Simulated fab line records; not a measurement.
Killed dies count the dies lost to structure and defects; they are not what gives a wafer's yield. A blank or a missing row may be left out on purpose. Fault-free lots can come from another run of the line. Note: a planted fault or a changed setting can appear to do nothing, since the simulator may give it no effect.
Code-filled problem report in 8D (eight disciplines) form ; flow n5Finfet ; the parts of the form that need people (team, actions taken, sign-off) are left out

1. THE ISSUE
spinSpeedRpm at N5_BEOL_M5_COAT_66 reads a mean of 1217.0 rpm on 6 wafers of 2 lots; wafers without a fault read 1500.0 rpm with a standard deviation of 0.86. That is -99 or more standard deviations from the usual mean.
The step: time 60 s, resist thk 12 nm.
Seen first at day 13 06:31 on lithoTrack-03, wafer L258.3. Wafers with a number at this step in the record: 12, from 4 lots. Rule for "out", or "out of limits": more than 4 standard deviations from the usual mean. Any other wafer with a number is counted as sound.

2. WHAT THIS IS AND IS NOT
question;is;is not
which readings at this step;spinSpeedRpm;-
which lots;L257, L258;L247, L267
which wafers of those lots;all that have a number;-
read on which tools;lithoTrack-03;lithoTrack-01
when;from day 13 06:31;"up to then (3 sound wafers); but 3 sound wafers of L267 came after"

3. WHAT RULES OUT EACH SUSPECT
Counting: a tool at a process step up to the reading stays a suspect if it ran every lot that is out and no sound lot after the first of them.
- lithoTrack-03 at N5_BEOL_M5_COAT_66 (time 60 s, resist thk 12 nm): kept. It ran every lot that is out, first L258 (day 13 06:31), and no sound lot after that; its last sound lot up to then is L247 (day 10 15:25). Out on those wafers are its own readings of spinSpeedRpm.
The count leaves lithoTrack-03 at N5_BEOL_M5_COAT_66.

4. THE CAUSE (what the simulator had put in)
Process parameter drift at N5_BEOL_M5_COAT_66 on lithoTrack-03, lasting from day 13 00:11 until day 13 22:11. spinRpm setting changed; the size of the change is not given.
Only this tool survived the counting.

5. THE EFFECT CHAIN, in route order
One row per reading whose mean, taken over the struck wafers that have a number, lies over 3 standard deviations from the usual. Only readings whose record carries a usual standard deviation are examined. hours: median over the lots of the time between each lot's start at the first step of this table that gives one and its start at this step. sigmas: the change, counted in usual standard deviations.
hours;step;reading;usual;on struck wafers;change;sigmas
0;N5_BEOL_M5_COAT_66;spinSpeedRpm;1500.0 rpm;1217.0;-283.0;-99 or more
Here are the process steps it includes:
- N5_BEOL_M5_COAT_66: time 60 s, resist thk 12 nm.

6. WHAT WOULD HAVE CAUGHT IT SOONER
In this record no reading fell out of limits until day 13 06:31, 6 hours after the fault had begun at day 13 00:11.
